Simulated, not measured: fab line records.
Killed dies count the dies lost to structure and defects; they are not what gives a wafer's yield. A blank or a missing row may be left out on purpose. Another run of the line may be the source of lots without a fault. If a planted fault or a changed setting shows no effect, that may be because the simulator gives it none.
fab line records | flow n5-finfet | part 2 of 2: steps 5 to 6 of 6
record: lots: 24 | wafers: 72 | last-day: 18
route steps=1938 shown BEOL_M9@1414 BEOL_M10@1471
lots with no fault: from the same line, run without faults
start-h: hours from the record's first day to the start of the lot's first wafer shown | wait-h: hours since the lot's step before | " unchanged from the row above | L1.1+2: one row covering several wafers at once | - either no value or no given start | * or withheld: withheld | < > ~ a bound
route shown NAME@n: names a module that has steps shown in the file, with the first one's number in the route | usual: mean/standard deviation of fault-free wafers | same: alike in all rows | chamber/n: place in a boat | sites: the reading at each site | _std_site: how widely they spread, as a standard deviation | _edge_site: mean of outer sites minus mean of inner sites | radius-mm: for every site, how far away it sits from the centre of the wafer | mask NAME#n: copy n | behind: the tool/chamber that last shaped the wafer | hold: what put the lot on hold/how long, in hours/how the hold closed | device: names the non-switching transistor (n, p or np) | end of line: the tests these same wafers got at the end of their route | a step given without rows: its recipe and nothing more | killed: the dies lost at the first sort to structure and to defects; this is not the yield of the wafer | map: a wafer's dies, marking killed ones x, the rest . and places with no die _
set.NAME: setting as actually run; set.NAME@STEP: the setting as run at that earlier step | model.NAME: the simulator's own value behind a step, which no gauge read
route steps across a sampled set of lots; one table per step, one row per wafer
services: the hour from which a tool's chamber was out of use, counted from the record's first day as start-h (under 0 if before that day), plus the number of hours and why
== steps ==
step: N5_BEOL_M10_DESCUM_16
recipe: chemistry: O2 | time-s: 7.9 | source-power-w: 50 | bias-power-w: 20 | pressure-mtorr: 20 | rf-frequency-hz: 2.712e+07 | temp-c: 40 | resist: CAR-ArF | o2-flow-sccm: 225
usual: bias-power-w: 20.00/0.062 | drypump-motor-current-A: 5.7/0.4 | o2-flow-sccm: 225.1/0.72 | oes-product-au: 0.79/0.091 | rf-vpp-V: 243.0/1.5 | showerhead-plenum-p-Torr: 2.08/0.076 | throttle-valve-pct: 20.46/0.25
same: time-s: 7.9
lot.wafer | tool        | chamber | start-h | wait-h | bias-power-w | drypump-motor-current-A | o2-flow-sccm | oes-product-au | rf-hours-counter-h | rf-vpp-V | showerhead-plenum-p-Torr | throttle-valve-pct
L075.1    | rie-diel-03 | 3       | 243.46  | 0.7    | 20.05        | 6.6                     | 225.8        | 0.80           | 97                 | 246.0    | 2.19                     | 20.23
L075.2    | "           | 2       | "       | "      | 19.93        | 5.7                     | 224.7        | 0.88           | 34                 | 244.1    | 2.21                     | 20.39
L075.6    | "           | 0       | "       | "      | 19.98        | 5.3                     | 224.4        | 0.72           | -                  | 241.3    | 2.01                     | 20.58
L074.3    | rie-diel-01 | 2       | 246.77  | 0.0    | 19.95        | 5.8                     | 226.3        | 0.67           | 227                | 241.8    | 2.07                     | 20.62
L074.5    | "           | 3       | "       | "      | 20.08        | 5.5                     | 223.8        | 0.71           | -                  | 242.7    | 2.08                     | 20.54
L074.6    | "           | 2       | "       | "      | 20.05        | 5.8                     | 224.5        | 0.67           | -                  | 243.6    | 2.07                     | 20.64
L076.4    | rie-diel-01 | 2       | 254.82  | 0.0    | 19.93        | 5.8                     | 225.7        | 0.67           | 231                | 241.9    | 2.07                     | 20.63
L076.5    | "           | 3       | "       | "      | 19.95        | 5.5                     | 224.3        | 0.71           | -                  | 242.2    | 2.08                     | 20.58
L076.6    | "           | 2       | "       | "      | 19.95        | 5.8                     | 225.3        | 0.67           | -                  | 243.3    | 2.07                     | 20.64
L077.2    | rie-diel-01 | 1       | 260.10  | 0.4    | 20.02        | 5.4                     | 225.4        | 0.69           | 244                | 241.6    | 1.99                     | 21.11
L077.5    | "           | 2       | "       | "      | 20.01        | 5.8                     | 224.7        | 0.67           | -                  | 243.5    | 2.07                     | 20.63
L077.6    | "           | 3       | "       | "      | 19.87        | 5.5                     | 225.6        | 0.71           | -                  | 243.8    | 2.08                     | 20.55
L079.2    | rie-diel-06 | 3       | 263.75  | 0.0    | 19.95        | 5.5                     | 226.2        | 0.85           | 53                 | 240.8    | 2.02                     | 20.51
L079.3    | "           | 1       | "       | "      | 19.94        | 5.4                     | 224.2        | 0.86           | 43                 | 242.3    | 2.02                     | 19.92
L079.4    | "           | 2       | "       | "      | 20.02        | 5.3                     | 224.9        | 0.92           | 24                 | 244.2    | 2.14                     | 20.32
L078.3    | rie-diel-01 | 2       | 263.91  | 0.0    | 20.02        | 5.8                     | 225.7        | 0.67           | 234                | 243.6    | 2.07                     | 20.64
L078.4    | "           | 3       | "       | "      | 19.95        | 5.5                     | 224.6        | 0.70           | 224                | 242.4    | 2.08                     | 20.59
L078.6    | "           | 0       | "       | "      | 20.08        | 5.5                     | 224.0        | 0.70           | -                  | 245.5    | 2.15                     | 20.38
L080.2    | rie-diel-01 | 1       | 268.67  | 0.0    | 19.97        | 5.4                     | 224.5        | 0.68           | 247                | 240.3    | 1.99                     | 21.11
L080.5    | "           | 0       | "       | "      | 20.07        | 5.5                     | 225.0        | 0.70           | -                  | 244.9    | 2.14                     | 20.38
L080.6    | "           | 3       | "       | "      | 19.88        | 5.5                     | 224.5        | 0.71           | -                  | 243.1    | 2.07                     | 20.57
L083.3    | rie-diel-01 | 2       | 273.25  | 0.0    | 20.03        | 5.8                     | 225.9        | 0.66           | 237                | 243.4    | 2.07                     | 20.64
L083.5    | "           | 3       | "       | "      | 20.02        | 5.5                     | 225.2        | 0.70           | -                  | 244.0    | 2.07                     | 20.59
L083.6    | "           | 0       | "       | "      | 19.98        | 5.5                     | 224.3        | 0.71           | -                  | 245.4    | 2.14                     | 20.38
L081.1    | rie-diel-01 | 2       | 294.03  | 0.1    | 20.15        | 5.8                     | 224.3        | 0.65           | 248                | 242.4    | 2.06                     | 20.67
L081.4    | "           | 0       | "       | "      | 20.01        | 5.5                     | 225.0        | 0.69           | -                  | 243.7    | 2.14                     | 20.40
L081.5    | "           | 3       | "       | "      | 19.95        | 5.4                     | 224.9        | 0.70           | -                  | 241.9    | 2.07                     | 20.59
L084.2    | rie-diel-06 | 0       | 303.93  | 0.2    | 20.03        | 6.5                     | 224.3        | 0.73           | 172                | 242.9    | 2.01                     | 20.59
L084.3    | "           | 1       | "       | "      | 20.03        | 5.4                     | 224.4        | 0.85           | 55                 | 242.3    | 2.02                     | 19.94
L084.5    | "           | 0       | "       | "      | 20.02        | 6.5                     | 224.9        | 0.73           | -                  | 240.8    | 2.01                     | 20.60
L082.1    | rie-diel-06 | 1       | 304.18  | 0.2    | 20.11        | 5.4                     | 225.0        | 0.85           | 55                 | 241.4    | 2.02                     | 19.94
L082.3    | "           | 3       | "       | "      | 20.02        | 5.6                     | 225.2        | 0.82           | 67                 | 243.4    | 2.02                     | 20.55
L082.4    | "           | 0       | "       | "      | 20.07        | 6.5                     | 225.5        | 0.73           | 172                | 242.8    | 2.01                     | 20.58
L088.1    | rie-diel-03 | 1       | 307.12  | 0.0    | 19.90        | 5.7                     | 225.2        | 0.92           | 31                 | 244.2    | 2.13                     | 20.40
L088.5    | "           | 2       | "       | "      | 19.90        | 5.7                     | 225.5        | 0.85           | -                  | 243.4    | 2.21                     | 20.43
L088.6    | "           | 3       | "       | "      | 20.04        | 6.6                     | 226.0        | 0.77           | -                  | 243.7    | 2.19                     | 20.29
L085.2    | rie-diel-06 | 3       | 311.18  | 0.1    | 19.92        | 5.5                     | 223.8        | 0.83           | 69                 | 242.8    | 2.02                     | 20.55
L085.3    | "           | 1       | "       | "      | 19.90        | 5.5                     | 225.5        | 0.85           | 57                 | 241.9    | 2.02                     | 19.94
L085.4    | "           | 2       | "       | "      | 20.00        | 5.4                     | 224.1        | 0.89           | 38                 | 243.2    | 2.14                     | 20.34
L086.1    | rie-diel-06 | 0       | 321.35  | 0.3    | 19.95        | 6.5                     | 224.1        | 0.73           | 178                | 240.9    | 2.01                     | 20.58
L086.5    | "           | 0       | "       | "      | 19.97        | 6.5                     | 224.0        | 0.73           | -                  | 240.9    | 2.01                     | 20.59
L086.6    | "           | 3       | "       | "      | 19.97        | 5.5                     | 223.7        | 0.82           | -                  | 241.4    | 2.01                     | 20.56
L087.1    | rie-diel-06 | 1       | 323.31  | 0.0    | 19.98        | 5.4                     | 226.2        | 0.84           | 62                 | 244.2    | 2.01                     | 19.96
L087.3    | "           | 0       | "       | "      | 19.93        | 6.5                     | 225.9        | 0.73           | 179                | 240.6    | 2.01                     | 20.60
L087.6    | "           | 1       | "       | "      | 19.99        | 5.4                     | 225.9        | 0.85           | -                  | 241.9    | 2.01                     | 19.96
L089.2    | rie-diel-01 | 1       | 331.88  | 0.5    | 19.91        | 5.3                     | 225.2        | 0.93           | 17                 | 245.5    | 2.25                     | 20.79
L089.5    | "           | 2       | "       | "      | 19.98        | 5.8                     | 223.8        | 0.95           | -                  | 242.6    | 2.06                     | 20.20
L089.6    | "           | 1       | "       | "      | 19.94        | 5.3                     | 225.2        | 0.93           | -                  | 243.7    | 2.25                     | 20.77
L092.1    | rie-diel-06 | 0       | 335.21  | 0.0    | 20.06        | 6.5                     | 225.3        | 0.72           | 183                | 240.8    | 2.00                     | 20.60
L092.4    | "           | 1       | "       | "      | 19.98        | 5.5                     | 225.3        | 0.84           | 66                 | 242.7    | 2.01                     | 19.95
L092.6    | "           | 3       | "       | "      | 20.00        | 5.5                     | 225.0        | 0.82           | -                  | 241.9    | 2.01                     | 20.56
L090.1    | rie-diel-01 | 2       | 341.18  | 0.2    | 19.92        | 5.8                     | 223.5        | 0.93           | 6                  | 241.8    | 2.06                     | 20.23
L090.3    | "           | 0       | "       | "      | 20.02        | 5.5                     | 225.1        | 0.69           | 242                | 242.0    | 2.13                     | 20.43
L090.4    | "           | 1       | "       | "      | 20.11        | 5.3                     | 225.5        | 0.92           | -                  | 245.8    | 2.25                     | 20.80
L091.1    | rie-diel-06 | 3       | 341.36  | 0.2    | 20.02        | 5.6                     | 225.2        | 0.81           | 81                 | 242.2    | 2.01                     | 20.55
L091.2    | "           | 0       | "       | "      | 20.04        | 6.5                     | 224.9        | 0.72           | 186                | 243.4    | 2.00                     | 20.61
L091.3    | "           | 2       | "       | "      | 19.98        | 5.3                     | 225.1        | 0.88           | 50                 | 244.9    | 2.14                     | 20.37
L093.1    | rie-diel-01 | 2       | 349.73  | 0.0    | 19.94        | 5.8                     | 225.1        | 0.92           | 10                 | 242.6    | 2.06                     | 20.22
L093.2    | "           | 1       | "       | "      | 19.94        | 5.3                     | 225.3        | 0.92           | 26                 | 245.4    | 2.25                     | 20.79
L093.4    | "           | 2       | "       | "      | 20.03        | 5.8                     | 225.4        | 0.92           | -                  | 241.4    | 2.06                     | 20.22
L094.1    | rie-diel-06 | 0       | 355.17  | 0.4    | 20.04        | 6.5                     | 225.1        | 0.72           | 191                | 240.8    | 2.00                     | 20.61
L094.5    | "           | 3       | "       | "      | 19.92        | 5.5                     | 225.1        | 0.81           | -                  | 241.3    | 2.01                     | 20.58
L094.6    | "           | 0       | "       | "      | 20.06        | 6.5                     | 224.9        | 0.72           | -                  | 242.0    | 2.00                     | 20.59
L095.3    | rie-diel-03 | 1       | 362.36  | 0.0    | 20.06        | 5.6                     | 225.3        | 0.89           | 47                 | 243.8    | 2.12                     | 20.43
L095.5    | "           | 2       | "       | "      | 19.96        | 5.7                     | 224.9        | 0.83           | -                  | 246.8    | 2.20                     | 20.46
L095.6    | "           | 3       | "       | "      | 20.05        | 6.6                     | 226.2        | 0.75           | -                  | 245.2    | 2.18                     | 20.30
L096.1    | rie-diel-06 | 0       | 377.94  | 0.1    | 20.02        | 6.5                     | 225.6        | 0.71           | 200                | 240.9    | 2.00                     | 20.63
L096.2    | "           | 2       | "       | "      | 19.96        | 5.3                     | 225.9        | 0.86           | 62                 | 244.8    | 2.13                     | 20.38
L096.4    | "           | 3       | "       | "      | 20.01        | 5.6                     | 225.0        | 0.80           | 93                 | 244.0    | 2.01                     | 20.59
L097.2    | rie-diel-03 | 3       | 385.72  | 0.0    | 20.00        | 6.6                     | 223.8        | 0.75           | 150                | 244.7    | 2.17                     | 20.33
L097.3    | "           | 0       | "       | "      | 20.03        | 5.3                     | 226.3        | 1.01           | 0                  | 244.6    | 2.26                     | 20.33
L097.5    | "           | 0       | "       | "      | 20.05        | 5.4                     | 225.6        | 1.01           | -                  | 246.1    | 2.26                     | 20.37
step: N5_BEOL_M10_ETCH_62
recipe: chemistry: N2/H2 | target: SOC | target-depth-a: 1100 | overetch-a: 220 | mask-material: SiARC | temp-c: 40 | time-s: 165 | ion-energy-ev: 200 | pressure-mtorr: 30 | source-w: 840 | bias-w: 150 | n2-flow-sccm: 200 | h2-flow-sccm: 200
usual: drypump-motor-current-A: 5.7/0.4 | oes-product-au: 0.67/0.073 | rf-vpp-V: 523.6/2.7 | showerhead-plenum-p-Torr: 2.53/0.09 | throttle-valve-pct: 17.87/0.22
same: time-s: 165
lot.wafer | tool        | chamber | start-h | wait-h | drypump-motor-current-A | oes-product-au | rf-hours-counter-h | rf-vpp-V | showerhead-plenum-p-Torr | throttle-valve-pct
L075.1    | rie-diel-03 | 3       | 243.55  | 0.0    | 6.6                     | 0.69           | 97                 | 527.1    | 2.66                     | 17.50
L075.2    | "           | 2       | "       | "      | 5.7                     | 0.75           | 34                 | 527.2    | 2.70                     | 17.85
L075.6    | "           | 0       | "       | "      | 5.3                     | 0.61           | -                  | 520.0    | 2.41                     | 17.88
L074.3    | rie-diel-01 | 2       | 246.86  | 0.0    | 5.8                     | 0.59           | 227                | 523.7    | 2.52                     | 17.99
L074.5    | "           | 3       | "       | "      | 5.5                     | 0.61           | -                  | 523.7    | 2.50                     | 17.81
L074.6    | "           | 2       | "       | "      | 5.8                     | 0.58           | -                  | 521.8    | 2.52                     | 18.01
L076.4    | rie-diel-01 | 2       | 254.91  | 0.0    | 5.8                     | 0.58           | 231                | 524.1    | 2.52                     | 18.01
L076.5    | "           | 3       | "       | "      | 5.5                     | 0.60           | -                  | 523.1    | 2.50                     | 17.84
L076.6    | "           | 2       | "       | "      | 5.8                     | 0.58           | -                  | 523.7    | 2.52                     | 17.99
L077.2    | rie-diel-01 | 1       | 260.19  | 0.0    | 5.4                     | 0.58           | 244                | 520.0    | 2.40                     | 18.42
L077.5    | "           | 2       | "       | "      | 5.8                     | 0.58           | -                  | 524.1    | 2.52                     | 18.00
L077.6    | "           | 3       | "       | "      | 5.5                     | 0.60           | -                  | 523.3    | 2.50                     | 17.83
L079.2    | rie-diel-06 | 3       | 263.83  | 0.0    | 5.5                     | 0.71           | 53                 | 522.3    | 2.48                     | 18.05
L079.3    | "           | 1       | "       | "      | 5.4                     | 0.74           | 43                 | 522.2    | 2.49                     | 17.50
L079.4    | "           | 2       | "       | "      | 5.3                     | 0.77           | 24                 | 525.4    | 2.59                     | 17.63
L078.3    | rie-diel-01 | 2       | 264.00  | 0.0    | 5.8                     | 0.58           | 234                | 522.9    | 2.52                     | 18.00
L078.4    | "           | 3       | "       | "      | 5.5                     | 0.59           | 224                | 523.0    | 2.50                     | 17.82
L078.6    | "           | 0       | "       | "      | 5.5                     | 0.61           | -                  | 526.2    | 2.63                     | 18.00
L080.2    | rie-diel-01 | 1       | 268.76  | 0.0    | 5.3                     | 0.59           | 247                | 520.4    | 2.40                     | 18.42
L080.5    | "           | 0       | "       | "      | 5.5                     | 0.61           | -                  | 524.9    | 2.63                     | 18.03
L080.6    | "           | 3       | "       | "      | 5.5                     | 0.59           | -                  | 523.4    | 2.50                     | 17.83
L083.3    | rie-diel-01 | 2       | 273.34  | 0.0    | 5.8                     | 0.58           | 237                | 521.8    | 2.51                     | 18.02
L083.5    | "           | 3       | "       | "      | 5.5                     | 0.59           | -                  | 523.3    | 2.50                     | 17.84
L083.6    | "           | 0       | "       | "      | 5.5                     | 0.60           | -                  | 525.0    | 2.63                     | 18.04
L081.1    | rie-diel-01 | 2       | 294.11  | 0.0    | 5.8                     | 0.58           | 248                | 523.3    | 2.51                     | 18.05
L081.4    | "           | 0       | "       | "      | 5.5                     | 0.60           | -                  | 527.0    | 2.62                     | 18.05
L081.5    | "           | 3       | "       | "      | 5.5                     | 0.60           | -                  | 523.7    | 2.49                     | 17.85
L084.2    | rie-diel-06 | 0       | 304.02  | 0.0    | 6.5                     | 0.62           | 172                | 520.4    | 2.43                     | 17.83
L084.3    | "           | 1       | "       | "      | 5.5                     | 0.71           | 55                 | 521.1    | 2.48                     | 17.53
L084.5    | "           | 0       | "       | "      | 6.5                     | 0.62           | -                  | 520.5    | 2.43                     | 17.85
L082.1    | rie-diel-06 | 1       | 304.27  | 0.0    | 5.5                     | 0.72           | 55                 | 523.2    | 2.48                     | 17.54
L082.3    | "           | 3       | "       | "      | 5.5                     | 0.70           | 67                 | 522.2    | 2.47                     | 18.07
L082.4    | "           | 0       | "       | "      | 6.5                     | 0.63           | 172                | 517.9    | 2.43                     | 17.85
L088.1    | rie-diel-03 | 1       | 307.20  | 0.0    | 5.6                     | 0.77           | 31                 | 525.6    | 2.62                     | 18.02
L088.5    | "           | 2       | "       | "      | 5.7                     | 0.72           | -                  | 527.7    | 2.69                     | 17.90
L088.6    | "           | 3       | "       | "      | 6.6                     | 0.67           | -                  | 527.0    | 2.65                     | 17.56
L085.2    | rie-diel-06 | 3       | 311.26  | 0.0    | 5.6                     | 0.70           | 69                 | 522.8    | 2.47                     | 18.08
L085.3    | "           | 1       | "       | "      | 5.5                     | 0.71           | 57                 | 522.3    | 2.48                     | 17.53
L085.4    | "           | 2       | "       | "      | 5.4                     | 0.74           | 38                 | 525.6    | 2.58                     | 17.66
L086.1    | rie-diel-06 | 0       | 321.44  | 0.0    | 6.5                     | 0.62           | 178                | 520.8    | 2.43                     | 17.86
L086.5    | "           | 0       | "       | "      | 6.5                     | 0.62           | -                  | 519.3    | 2.43                     | 17.86
L086.6    | "           | 3       | "       | "      | 5.5                     | 0.70           | -                  | 522.8    | 2.47                     | 18.10
L087.1    | rie-diel-06 | 1       | 323.40  | 0.0    | 5.4                     | 0.71           | 62                 | 522.7    | 2.48                     | 17.53
L087.3    | "           | 0       | "       | "      | 6.5                     | 0.62           | 179                | 520.0    | 2.43                     | 17.88
L087.6    | "           | 1       | "       | "      | 5.5                     | 0.72           | -                  | 522.8    | 2.48                     | 17.53
L089.2    | rie-diel-01 | 1       | 331.97  | 0.0    | 5.3                     | 0.79           | 17                 | 527.0    | 2.71                     | 18.00
L089.5    | "           | 2       | "       | "      | 5.8                     | 0.82           | -                  | 522.8    | 2.51                     | 17.54
L089.6    | "           | 1       | "       | "      | 5.3                     | 0.79           | -                  | 527.4    | 2.71                     | 18.04
L092.1    | rie-diel-06 | 0       | 335.29  | 0.0    | 6.5                     | 0.62           | 183                | 520.1    | 2.43                     | 17.89
L092.4    | "           | 1       | "       | "      | 5.5                     | 0.70           | 66                 | 521.7    | 2.48                     | 17.53
L092.6    | "           | 3       | "       | "      | 5.6                     | 0.68           | -                  | 521.7    | 2.46                     | 18.11
L090.1    | rie-diel-01 | 2       | 341.26  | 0.0    | 5.8                     | 0.80           | 6                  | 523.1    | 2.51                     | 17.58
L090.3    | "           | 0       | "       | "      | 5.5                     | 0.59           | 242                | 526.5    | 2.61                     | 18.09
L090.4    | "           | 1       | "       | "      | 5.3                     | 0.78           | -                  | 527.4    | 2.71                     | 18.02
L091.1    | rie-diel-06 | 3       | 341.44  | 0.0    | 5.5                     | 0.69           | 81                 | 521.1    | 2.46                     | 18.11
L091.2    | "           | 0       | "       | "      | 6.5                     | 0.62           | 186                | 520.0    | 2.43                     | 17.89
L091.3    | "           | 2       | "       | "      | 5.3                     | 0.72           | 50                 | 524.6    | 2.58                     | 17.68
L093.1    | rie-diel-01 | 2       | 349.85  | 0.1    | 5.8                     | 0.79           | 10                 | 522.5    | 2.50                     | 17.57
L093.2    | "           | 1       | "       | "      | 5.4                     | 0.78           | 26                 | 528.8    | 2.71                     | 18.03
L093.4    | "           | 2       | "       | "      | 5.8                     | 0.79           | -                  | 523.1    | 2.50                     | 17.57
L094.1    | rie-diel-06 | 0       | 355.26  | 0.0    | 6.5                     | 0.61           | 191                | 520.8    | 2.43                     | 17.89
L094.5    | "           | 3       | "       | "      | 5.6                     | 0.68           | -                  | 521.2    | 2.46                     | 18.12
L094.6    | "           | 0       | "       | "      | 6.5                     | 0.62           | -                  | 521.7    | 2.43                     | 17.90
L095.3    | rie-diel-03 | 1       | 362.44  | 0.0    | 5.7                     | 0.75           | 47                 | 524.2    | 2.61                     | 18.04
L095.5    | "           | 2       | "       | "      | 5.7                     | 0.70           | -                  | 529.5    | 2.68                     | 17.91
L095.6    | "           | 3       | "       | "      | 6.6                     | 0.64           | -                  | 526.4    | 2.64                     | 17.59
L096.1    | rie-diel-06 | 0       | 378.02  | 0.0    | 6.5                     | 0.61           | 200                | 519.5    | 2.42                     | 17.91
L096.2    | "           | 2       | "       | "      | 5.4                     | 0.72           | 62                 | 525.6    | 2.57                     | 17.70
L096.4    | "           | 3       | "       | "      | 5.5                     | 0.68           | 93                 | 521.1    | 2.46                     | 18.12
L097.2    | rie-diel-03 | 3       | 385.81  | 0.0    | 6.6                     | 0.65           | 150                | 527.3    | 2.63                     | 17.60
L097.3    | "           | 0       | "       | "      | 5.4                     | 0.83           | 0                  | 528.9    | 2.71                     | 17.58
L097.5    | "           | 0       | "       | "      | 5.4                     | 0.83           | -                  | 528.7    | 2.71                     | 17.57
== services ==
tool        | chamber | start-h | hours | kind
cmp-04      | -       | 217.00  | 5.3   | pm
rie-diel-03 | 2       | 220.89  | 7.3   | repair
uv-cure-01  | -       | 230.28  | 7.5   | pm
uv-cure-03  | -       | 239.14  | 13.3  | repair
uv-cure-02  | -       | 241.75  | 0.9   | repair
cmp-01      | -       | 244.21  | 6.1   | repair
rie-diel-06 | 2       | 254.76  | 7.2   | repair
uv-cure-03  | -       | 261.69  | 2.8   | repair
cmp-04      | -       | 265.21  | 0.9   | repair
cmp-04      | -       | 272.46  | 1.0   | repair
uv-cure-01  | -       | 290.49  | 2.1   | pm
cmp-04      | -       | 293.12  | 4.0   | pm
cmp-04      | -       | 297.12  | 5.5   | pm
cmp-01      | -       | 308.39  | 4.0   | pm
cmp-04      | -       | 314.66  | 2.2   | repair
rie-diel-03 | 1       | 331.23  | 10.9  | repair
cmp-04      | -       | 331.69  | 18.2  | pm
rie-diel-01 | 0       | 343.61  | 9.4   | repair
cmp-01      | -       | 348.38  | 5.5   | pm
uv-cure-03  | -       | 357.29  | 1.5   | repair
rie-diel-01 | 1       | 360.24  | 5.1   | repair
rie-diel-06 | -       | 364.60  | 2.4   | repair
cmp-02      | -       | 370.34  | 4.6   | repair
uv-cure-03  | -       | 381.62  | 0.3   | repair
